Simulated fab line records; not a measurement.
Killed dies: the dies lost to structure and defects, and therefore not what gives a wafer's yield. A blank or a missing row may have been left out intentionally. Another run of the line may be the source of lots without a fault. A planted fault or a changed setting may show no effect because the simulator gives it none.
Chamber matching -- flow n5-finfet -- N5_BEOL_M10_ETCH_65 on rie-diel-01 has 4 sister chambers
The step etches SiARC in CF4, target depth 39 nm, time 65 s. 16 wafers are shown with their chamber, then 8 later ones without.

== WAFERS, EACH WITH ITS CHAMBER ==
wafer,chamber,drypump-motor-current-A (A),throttle-valve-pct (%),showerhead-plenum-p-Torr (Torr)
L075.2,3,5.2,15.93,2.14
L075.3,0,6.4,15.54,2.08
L075.6,0,6.5,15.55,2.08
L078.1,3,5.2,15.93,2.13
L078.4,1,5.6,15.87,2.13
L078.6,3,5.2,15.92,2.13
L080.1,3,5.2,15.93,2.13
L080.3,1,5.6,15.86,2.13
L080.5,3,5.1,15.94,2.13
L083.3,3,5.2,15.99,2.12
L083.4,0,6.5,15.61,2.07
L083.5,0,6.5,15.61,2.07
L087.1,2,5.0,15.26,2.18
L087.4,0,6.5,15.62,2.07
L087.6,2,5.0,15.26,2.18
L091.1,2,5.0,15.29,2.17

SIGNATURES (averages over the wafers above)
reading,chamber 0,chamber 1,chamber 2,chamber 3,scatter within a chamber
drypump-motor-current-A,6.480,5.600,5.000,5.183,0.0369
throttle-valve-pct,15.5860,15.8650,15.2700,15.9400,0.0282
showerhead-plenum-p-Torr,2.0740,2.1300,2.1767,2.1300,0.00568
Rule: for a wafer and a chamber, the distance is found by dividing, reading by reading, the gap between the wafer's reading and the chamber's mean by the reading's scatter, squaring, summing and taking the root. The wafer belongs to the nearest chamber; if the next one is less than 2 further off, it can't be placed. How the scatter is found: for the shown wafers, subtract from each reading the mean of its chamber, square and add these, divide the total by (wafers less chambers), then take the root.

== WAFERS WHOSE CHAMBER IS MISSING ==
wafer,drypump-motor-current-A (A),throttle-valve-pct (%),showerhead-plenum-p-Torr (Torr)
L091.3,5.6,15.93,2.11
L091.6,5.6,15.95,2.11
L097.1,5.2,16.02,2.12
L097.2,5.6,15.95,2.11
L097.5,5.6,15.94,2.11
L095.4,5.2,16.02,2.12
L095.5,5.7,15.95,2.11
L095.6,5.0,15.30,2.17

== WHICH CHAMBER EACH WENT THROUGH ==
wafer,from the rows above,in truth
L091.3,1,1
L091.6,1,1
L097.1,3,3
L097.2,1,1
L097.5,1,1
L095.4,3,3
L095.5,1,1
L095.6,2,2
8 of 8 placed correctly. Number that these rows cannot place: 0. Number placed wrongly: 0.
